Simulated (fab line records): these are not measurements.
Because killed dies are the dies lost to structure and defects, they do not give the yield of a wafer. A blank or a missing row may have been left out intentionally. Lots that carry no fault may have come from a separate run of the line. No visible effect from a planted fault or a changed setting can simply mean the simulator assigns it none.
Which tool did it? + flow n5_finfet + 36 wafers from 12 lots sampled at 2 of the route's 1938 steps

## WHAT THE GAUGES READ, wafer by wafer
N5_BEOL_M10_CD_MEAS_11: target cd 64.1 nm.
| lot  | measured     | on        | cd_nm (nm)     |
|------|--------------|-----------|----------------|
| L075 | day 10 02:13 | cd_sem-02 | 65.2 64.7 64.6 |
| L078 | day 10 08:04 | cd_sem-03 | 64.4 63.9 64.1 |
| L079 | day 11 06:37 | cd_sem-01 | 64.1 64.3 64.2 |
| L083 | day 12 06:16 | cd_sem-02 | 64.1 64.7 64.7 |
| L081 | day 12 06:34 | cd_sem-02 | 64.3 64.6 64.2 |
| L087 | day 12 09:38 | cd_sem-02 | 64.2 63.9 65.1 |
| L086 | day 12 13:10 | cd_sem-03 | 64.2 64.1 64.3 |
| L089 | day 13 22:27 | cd_sem-03 | 64.2 64.0 65.2 |
| L091 | day 14 11:18 | cd_sem-02 | 64.3 64.4 64.5 |
| L093 | day 14 17:57 | cd_sem-01 | 64.0 64.2 64.8 |
| L094 | day 15 07:53 | cd_sem-02 | 64.2 65.0 63.4 |
| L096 | day 16 09:40 | cd_sem-03 | 64.0 64.3 64.7 |

## TOOL THAT RAN EACH LOT (tool first, then ch and the chambers of the sampled wafers, then the start)
| lot  | N5_BEOL_M10_PECVD_70            |
|------|---------------------------------|
| L075 | pecvd-04 ch 0,1, day 10 00:59   |
| L078 | pecvd-04 ch 0,1, day 10 06:15   |
| L079 | pecvd-02 ch 0,2, day 11 04:07   |
| L083 | pecvd-04 ch 0,1,2, day 12 04:16 |
| L081 | pecvd-04 ch 0,1, day 12 05:20   |
| L087 | pecvd-04 ch 1,2, day 12 09:04   |
| L086 | pecvd-03 ch 0,1,2, day 12 12:34 |
| L089 | pecvd-04 ch 0,1,2, day 13 21:10 |
| L091 | pecvd-04 ch 1,2, day 14 08:17   |
| L093 | pecvd-03 ch 0,1, day 14 17:02   |
| L094 | pecvd-04 ch 1,2, day 15 05:20   |
| L096 | pecvd-04 ch 1,2, day 16 08:13   |
- N5_BEOL_M10_PECVD_70: deposits SiO2 from TEOS/O2, target thk 20 nm, time 22.7 s.

## THE ANSWER, worked out from the rows above alone
Rule: usual is defined by the lots themselves. The widest of any qualifying gaps counts: lots, ordered by their means at a reading, are off when they make up no more than a third of the lots, leave a main group of 4 or more, and stand apart from it by 3 or more times the standard deviation of that group's means. Not used: any main group whose means are identical at the precision the tables above print for the reading. Also off: a lot with no number at a reading for which 4 or more lots have one. Any other lot the step has rows for is counted as sound.
No lot is off on any of the readings shown, so nothing can be concluded from this.

## WHAT THE SIMULATOR HAD PUT IN
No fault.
